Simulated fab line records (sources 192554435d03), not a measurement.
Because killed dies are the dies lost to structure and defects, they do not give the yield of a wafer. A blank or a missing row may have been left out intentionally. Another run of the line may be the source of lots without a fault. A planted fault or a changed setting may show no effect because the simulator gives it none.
fab line records    flow n5Finfet
record: lots: 10  wafers: 28  lastDay: 17
route steps=1938 shown BEOL_M2@913 BEOL_M4@1111
lots untouched by any fault: they come from a run of this same line in which no faults occurred
startH: the number of hours between the record's first day and the start of the first shown wafer of the lot    waitH: hours elapsed since this lot's preceding step    " repeats the value in the row above    L1.1+2: one row covering several wafers at once    - either no value or no given start    * or withheld: withheld    < > ~ a bound
route shown NAME@n: a module of which the file shows steps, and the number in the route of the first    usual: the fault-free wafers' mean and standard deviation    same: alike in all rows    chamber/n: place in a boat    sites: per-site readings    _std_site: standard deviation across them    _edge_site: mean of outer sites minus mean of inner sites    radiusMm: for every site, how far away it sits from the centre of the wafer    mask NAME#n: copy n    behind: the most recent tool/chamber to have shaped the wafer    hold: cause of the lot's hold/its duration in hours/its outcome    device: the transistor (n, p or np) that didn't switch    end of line: the same wafers' tests at the end of the route    step lacking rows: just its recipe    killed: at the first sort, the dies lost to defects and structure; wafer yield is something else    map: a wafer's dies, x killed, . not, _ none there
set.NAME: the setting as run; set.NAME@STEP: as run at that earlier step    model.NAME: the simulator's own value behind a step, which no gauge read
steps of the route over a sample of lots; a table a step, a row a wafer
services: when a tool's chamber went out of use (startH, in hours from the record's first day, below 0 if earlier), for how many hours, and the reason
== steps ==
step: N5_BEOL_M2_ANNEAL_89
recipe: tempC: 400  timeS: 240  ambient: vacuum
usual: heaterPowerW: 801/89  susceptorTempC: 400.03/0.22
lot.wafer  tool           chamber  startH  waitH  heaterPowerW  susceptorTempC
L355.2     pvdSputter-03  -        148.23  0.0    770           399.98
L355.5     "              -        "       "      809           400.18
L355.6     "              -        "       "      844           400.51
L359.1     pvdSputter-02  -        167.53  0.0    773           399.95
L359.3     "              -        "       "      1019          399.88
L359.4     "              -        "       "      773           400.03
L362.2     pvdSputter-03  -        200.38  0.0    695           399.78
L362.4     "              -        "       "      764           400.11
L362.5     "              -        "       "      780           399.96
L363.4     pvdSputter-01  -        204.33  0.0    787           400.17
L363.5     "              -        "       "      943           400.09
L365.2     pvdSputter-01  -        221.93  0.0    782           400.32
L365.3     "              -        "       "      964           400.14
L367.1     pvdSputter-02  -        226.69  0.0    784           399.87
L367.5     "              -        "       "      764           399.65
L367.6     "              -        "       "      738           400.16
L368.1     pvdSputter-03  -        228.33  0.0    832           400.26
L368.2     "              -        "       "      837           399.98
L368.5     "              -        "       "      839           400.17
L370.2     pvdSputter-02  -        240.44  0.0    748           400.23
L370.3     "              -        "       "      1049          400.00
L370.5     "              -        "       "      770           400.21
L374.2     pvdSputter-02  -        264.80  0.0    749           400.07
L374.3     "              -        "       "      779           400.41
L374.5     "              -        "       "      1035          400.24
L377.3     pvdSputter-03  -        285.31  0.0    772           400.10
L377.5     "              -        "       "      757           400.02
L377.6     "              -        "       "      678           399.94
step: N5_BEOL_M2_SPUTTER_90
recipe: material: Cu  targetThkA: 45  tempC: -20  chamberPressurePa: 0.07  powerW: withheld  timeS: 8.29
usual: chamberPressurePa: 0.07002/0.00015  susceptorTempC: -20.01/0.1  throttleValvePct: 29.8/0.91
lot.wafer  tool           chamber  startH  waitH  chamberPressurePa  susceptorTempC  throttleValvePct
L355.2     pvdSputter-03  -        148.37  0.1    0.06984            -20.03          30.8
L355.5     "              -        "       "      0.07027            -19.95          29.1
L355.6     "              -        "       "      0.07019            -20.09          31.1
L359.1     pvdSputter-02  -        167.67  0.1    0.06975            -20.06          29.2
L359.3     "              -        "       "      0.07026            -19.91          29.7
L359.4     "              -        "       "      0.06996            -19.93          30.3
L362.2     pvdSputter-03  -        200.52  0.1    0.06996            -20.02          28.6
L362.4     "              -        "       "      0.06993            -20.07          30.7
L362.5     "              -        "       "      0.0702             -19.97          30.2
L363.4     pvdSputter-01  -        204.47  0.1    0.07019            -19.84          29.9
L363.5     "              -        "       "      0.06993            -20.12          30.5
L365.2     pvdSputter-01  -        222.07  0.1    0.07023            -20.01          30.0
L365.3     "              -        "       "      0.06997            -19.73          30.4
L367.1     pvdSputter-02  -        226.83  0.1    0.06995            -20.21          30.2
L367.5     "              -        "       "      0.07018            -20.08          30.3
L367.6     "              -        "       "      0.0699             -20.20          29.0
L368.1     pvdSputter-03  -        228.47  0.1    0.07006            -20.04          29.2
L368.2     "              -        "       "      0.06992            -19.97          31.0
L368.5     "              -        "       "      0.0699             -20.03          28.9
L370.2     pvdSputter-02  -        240.58  0.1    0.06988            -20.10          28.6
L370.3     "              -        "       "      0.07004            -19.90          29.5
L370.5     "              -        "       "      0.0698             -19.94          30.4
L374.2     pvdSputter-02  -        264.94  0.1    0.07005            -20.00          29.2
L374.3     "              -        "       "      0.07018            -20.08          30.4
L374.5     "              -        "       "      0.07039            -19.93          29.5
L377.3     pvdSputter-03  -        285.45  0.1    0.07006            -19.95          30.5
L377.5     "              -        "       "      0.07005            -19.94          30.6
L377.6     "              -        "       "      0.06999            -20.01          28.4
step: N5_BEOL_M2_CMP_52
recipe: stopOn: SiOC  tOverpolishS: 6.8  downForcePsi: 1  platenRpm: 50  clearingPlatenDownForcePsi: 1.5  clearingPlatenRpm: 50  postCmpClean: cuAlkaline  targetThkNm: 40  clearingPlatenPadVelocityMS: 0.99484  padVelocityMS: 0.99484
usual: barrierFieldEndpointS: 24.5/0.67  motorCurrentA: 6.1/0.65  overpolishRunS: 6.801/0.0083  retainingRingPressureFrac: 0.999/0.005  timeToEndpointS: 61/3.3
lot.wafer  tool    chamber  startH  waitH  barrierFieldEndpointS  motorCurrentA  overpolishRunS  retainingRingPressureFrac  timeToEndpointS
L355.2     cmp-01  2        149.56  0.2    25.2                   7.3            6.810           0.993                      65
L355.5     "       1        "       "      25.8                   5.2            6.798           1.006                      62
L355.6     "       2        "       "      25.6                   7.5            6.801           0.998                      67
L359.3     cmp-01  1        168.82  0.2    25.1                   5.2            6.793           0.998                      65
L359.4     "       2        "       "      25.3                   7.1            6.793           1.005                      64
L359.1     "       3        "       "      25.0                   5.3            6.792           0.994                      66
L362.4     cmp-01  2        201.67  0.1    25.1                   7.4            6.802           0.998                      63
L362.2     "       3        "       "      24.9                   5.5            6.799           0.991                      59
L362.5     "       3        "       "      24.7                   5.3            6.813           0.992                      62
L363.4     cmp-02  2        205.79  0.3    23.7                   6.2            6.802           0.990                      59
L363.5     "       1        "       "      24.1                   7.2            6.804           1.001                      62
L365.3     cmp-02  1        223.27  0.2    23.8                   6.9            6.799           0.998                      61
L365.2     "       0        "       "      23.1                   5.7            6.804           0.994                      56
L367.1     cmp-01  2        229.75  2.0    24.4                   7.6            6.806           0.997                      62
L367.6     "       1        "       "      24.3                   5.1            6.799           0.996                      62
L367.5     "       2        "       "      24.4                   7.1            6.795           1.009                      66
L368.1     cmp-01  0        230.00  0.6    24.9                   7.0            6.814           0.999                      64
L368.2     "       2        "       "      24.5                   7.1            6.794           0.999                      61
L368.5     "       0        "       "      24.7                   7.2            6.799           0.991                      63
L370.3     cmp-03  1        241.84  0.2    24.0                   6.0            6.798           0.988                      58
L370.2     "       3        "       "      24.9                   5.7            6.797           1.000                      63
L370.5     "       1        "       "      24.7                   6.3            6.807           0.994                      60
L374.3     cmp-02  0        266.09  0.2    23.7                   6.0            6.794           1.003                      57
L374.2     "       1        "       "      25.3                   7.1            6.808           0.991                      67
L374.5     "       0        "       "      24.7                   6.0            6.797           0.999                      60
L377.3     cmp-03  1        286.73  0.3    24.1                   6.5            6.819           1.001                      60
L377.6     "       2        "       "      25.7                   6.0            6.802           0.997                      65
L377.5     "       3        "       "      24.3                   6.0            6.801           0.999                      59
step: N5_BEOL_M2_CO_CAP_55
recipe: material: Co  targetThkA: 20  tempC: 200  precursor: CCTBA/H2  pressureTorr: 30  timeS: 102.1
usual: heaterPowerW: 253/13  runLengthS: 125.2/0.6  susceptorTempC: 200.00/0.15
lot.wafer  tool      chamber  startH  waitH  heaterPowerW  runLengthS  susceptorTempC
L355.2     cvdCo-02  0        149.89  0.0    228           124.9       199.78
L355.5     "         0        "       "      235           125.3       199.95
L355.6     "         2        "       "      259           125.2       199.98
L359.1     cvdCo-02  2        169.19  0.0    256           125.0       200.02
L359.3     "         0        "       "      235           125.2       200.07
L359.4     "         2        "       "      256           125.3       199.96
L362.2     cvdCo-02  0        202.12  0.0    239           169.3       200.04
L362.4     "         1        "       "      246           170.1       199.90
L362.5     "         0        "       "      231           124.7       199.79
L363.4     cvdCo-01  1        206.12  0.0    277           125.0       200.09
L363.5     "         0        "       "      259           125.8       200.20
L365.2     cvdCo-02  0        223.89  0.0    234           169.5       200.07
L365.3     "         2        "       "      255           125.0       200.09
L367.1     cvdCo-01  0        230.32  0.0    267           126.3       199.83
L367.5     "         1        "       "      275           124.5       200.33
L367.6     "         2        "       "      244           124.1       199.92
L368.1     cvdCo-01  0        230.43  0.0    261           125.6       200.13
L368.2     "         1        "       "      269           124.6       199.96
L368.5     "         2        "       "      240           124.4       199.86
L370.2     cvdCo-01  2        242.21  0.0    235           124.0       199.80
L370.3     "         0        "       "      260           126.4       200.05
L370.5     "         0        "       "      266           125.8       199.87
L374.2     cvdCo-01  2        266.46  0.0    245           124.8       200.00
L374.3     "         1        "       "      268           124.7       200.27
L374.5     "         0        "       "      267           125.7       199.88
L377.3     cvdCo-02  1        286.98  0.0    250           126.0       199.93
L377.5     "         1        "       "      247           125.6       199.78
L377.6     "         0        "       "      240           125.3       199.94
step: N5_BEOL_M4_RC_MEAS_101
usual: DIBL_N: 36.1/1.6  DIBL_P: 35.8/2.1  IOFF_N: 0.16/0.031  IOFF_P: 0.21/0.034  ION_N: 673/12  ION_P: 461/7.2  SS_N: 71.4/0.59  SS_P: 73.3/0.63  VT_N: 250/3.1  VT_P: -250/3.3
lot.wafer  tool       chamber  startH  waitH  DIBL_N[mV/V]  DIBL_P[mV/V]  IOFF_N[nA/um]  IOFF_P[nA/um]  ION_N[uA/um]  ION_P[uA/um]  SS_N[mV/dec]  SS_P[mV/dec]  VT_N[mV]  VT_P[mV]
L355.2     prober-01  0        175.52  0.2    35.3          35.4          0.15           0.19           674           457           71.6          73.0          249       -251
L355.5     "          0        "       "      38.5          38.8          0.21           0.24           687           461           72.6          73.6          245       -249
L355.6     "          0        "       "      36.4          37.1          0.16           0.23           674           465           71.7          73.4          250       -247
L359.1     prober-01  0        202.86  0.0    39.2          40.4          0.20           0.27           688           470           71.9          74.5          246       -246
L359.3     "          0        "       "      37.8          38.3          0.17           0.25           676           465           71.4          74.2          248       -245
L359.4     "          0        "       "      38.8          38.2          0.19           0.24           675           461           72.3          73.5          252       -248
L362.2     prober-01  0        228.16  0.2    38.0          38.3          0.17           0.26           679           480           72.0          73.9          250       -244
L362.4     "          0        "       "      37.3          35.4          0.14           0.21           660           458           71.1          73.1          249       -249
L362.5     "          0        "       "      36.9          35.4          0.14           0.21           664           462           71.9          72.7          253       -248
L363.4     prober-02  0        233.98  0.5    36.4          35.5          0.14           0.18           667           453           70.6          73.6          251       -253
L363.5     "          0        "       "      36.4          36.1          0.15           0.21           668           454           70.6          73.7          251       -251
L365.2     prober-01  0        246.21  0.2    34.2          34.8          0.14           0.20           666           463           70.9          72.3          250       -249
L365.3     "          0        "       "      34.6          36.0          0.15           0.21           688           478           71.3          72.5          248       -250
L368.1     prober-02  0        253.84  0.0    37.1          36.5          0.18           0.21           686           469           72.0          73.1          246       -251
L368.2     "          0        "       "      35.9          36.2          0.16           0.21           676           464           71.6          73.7          247       -252
L368.5     "          0        "       "      36.5          36.0          0.17           0.21           678           460           71.8          73.5          248       -252
L367.1     prober-01  0        255.55  0.0    37.8          38.7          0.20           0.28           680           468           71.4          73.7          248       -247
L367.5     "          0        "       "      34.7          34.4          0.13           0.20           676           463           71.5          73.3          253       -250
L367.6     "          0        "       "      35.8          36.0          0.15           0.23           672           462           71.4          73.7          249       -250
L370.2     prober-01  0        274.79  0.2    39.4          40.5          0.22           0.24           695           470           71.8          73.8          246       -250
L370.3     "          0        "       "      37.6          38.6          0.17           0.22           674           462           71.2          73.7          247       -251
L370.5     "          0        "       "      39.6          40.6          0.23           0.25           690           462           71.9          74.8          245       -252
L374.2     prober-02  0        295.19  0.2    35.3          34.9          0.15           0.23           667           470           71.1          73.2          253       -247
L374.3     "          0        "       "      37.0          37.4          0.18           0.26           670           470           71.5          73.6          247       -247
L374.5     "          0        "       "      37.0          35.8          0.18           0.23           675           465           71.3          73.6          249       -247
L377.3     prober-02  0        310.34  0.3    34.9          36.0          0.16           0.20           682           463           71.6          73.4          248       -247
L377.5     "          0        "       "      35.4          36.3          0.17           0.21           674           461           71.3          74.2          248       -248
L377.6     "          0        "       "      36.7          38.3          0.21           0.24           688           463           72.0          73.9          242       -248
== services ==
tool           chamber  startH  hours  kind
cmp-02         -        131.67  0.6    repair
cmp-03         -        147.38  4.0    pm
cmp-03         -        151.38  -      consumableReplace:conditioner
cmp-03         -        151.38  -      consumableReplace:pad
cmp-03         -        181.03  5.0    pm
cmp-01         -        182.90  1.0    repair
cmp-01         -        190.13  0.5    repair
pvdSputter-02  -        205.02  2.0    repair
cvdCo-01       -        210.55  14.6   pm
cmp-01         -        215.26  4.0    pm
cmp-01         -        219.26  -      consumableReplace:conditioner
cmp-01         -        219.26  -      consumableReplace:pad
cvdCo-02       -        225.15  6.0    pm
cmp-02         -        231.34  4.0    pm
cmp-02         -        235.34  -      consumableReplace:conditioner
cmp-02         -        235.34  -      consumableReplace:pad
pvdSputter-01  -        246.25  3.0    repair
cmp-03         -        276.92  1.5    repair
cmp-01         -        281.67  3.9    repair
== key ==
firstSign: step: N5_BEOL_M2_CO_CAP_55  reading: runLengthS  direction: up  sigmas: 74  usual: *  struck: *
effect none on later readings
metAt N5_BEOL_M2_CO_CAP_55
struckLots L362,L365
struckWafers L362.2,L362.4,L365.2
notActingAt N5_BEOL_M2_ANNEAL_89,N5_BEOL_M2_SPUTTER_90,N5_BEOL_M2_CMP_52
onsetBetween 169.19 202.12
fault: kind: processParameterDrift  tool: cvdCo-02  chamber: -  onsetH: 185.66  steps: N5_BEOL_M2_CO_CAP_55  channel: timeS  offset: *  shape: step  endH: 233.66  scope: struckWafersOnly  actsIn: *  stated: *
